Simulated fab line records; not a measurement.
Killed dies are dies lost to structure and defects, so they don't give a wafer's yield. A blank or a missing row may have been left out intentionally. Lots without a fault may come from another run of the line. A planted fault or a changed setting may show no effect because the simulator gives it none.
Matching of chambers -- flow n5_finfet -- N5_MOL_CONTACT_COAG_ALD_27 on ald_sin-02: 4 sister chambers
The step deposits SiOC, target thk 17 nm, pulse time 1.5 s, time 2720 s. 8 wafers are shown with their chamber, then 11 later ones without.

== WAFERS WITH THEIR CHAMBER ==
wafer,chamber,heater_power_w (W),susceptor_temp_C (C)
L081.5,3,862,400.24
L083.1,2,947,400.00
L087.2,3,903,400.28
L087.4,2,922,400.22
L089.1,1,829,399.71
L089.3,0,773,400.30
L089.6,1,844,399.78
L091.1,0,747,400.05

== WAFERS WITH NO CHAMBER GIVEN ==
wafer,heater_power_w (W),susceptor_temp_C (C)
L091.4,899,400.01
L091.6,828,400.13
L092.1,744,399.69
L092.4,862,400.21
L092.5,897,400.14
L095.2,952,400.17
L095.3,746,399.86
L095.4,857,399.76
L096.1,888,400.18
L096.4,926,399.47
L096.5,750,399.84

== WHICH CHAMBER EACH ONE RAN IN ==
wafer,from the rows above,in truth
L091.4,can't be placed: 2 or 3 or 1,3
L091.6,can't be placed: 3 or 1 or 0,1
L092.1,can't be placed: 0 or 1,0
L092.4,3,3
L092.5,can't be placed: 3 or 2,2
L095.2,2,2
L095.3,can't be placed: 0 or 1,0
L095.4,1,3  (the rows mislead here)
L096.1,can't be placed: 3 or 2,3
L096.4,can't be placed: 1 or 2 or 3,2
L096.5,can't be placed: 0 or 1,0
Correctly placed: 2 of 11. Can't be placed from these rows: 8 (the true chamber is among the candidates in 8). Wrongly placed: 1.
How it was worked out, from the rows above alone: a wafer's distance from a chamber is the root of the sum, over the readings, of the square of ((its reading less the chamber's mean) divided by the reading's scatter). The wafer belongs to the nearest chamber; if the next one is less than 2 further off, it can't be placed. The mean given for a chamber averages the wafers shown for that chamber. The scatter is the square root of a quotient: the sum, over the shown wafers, of each reading's squared deviation from its chamber's mean, divided by wafers minus chambers.
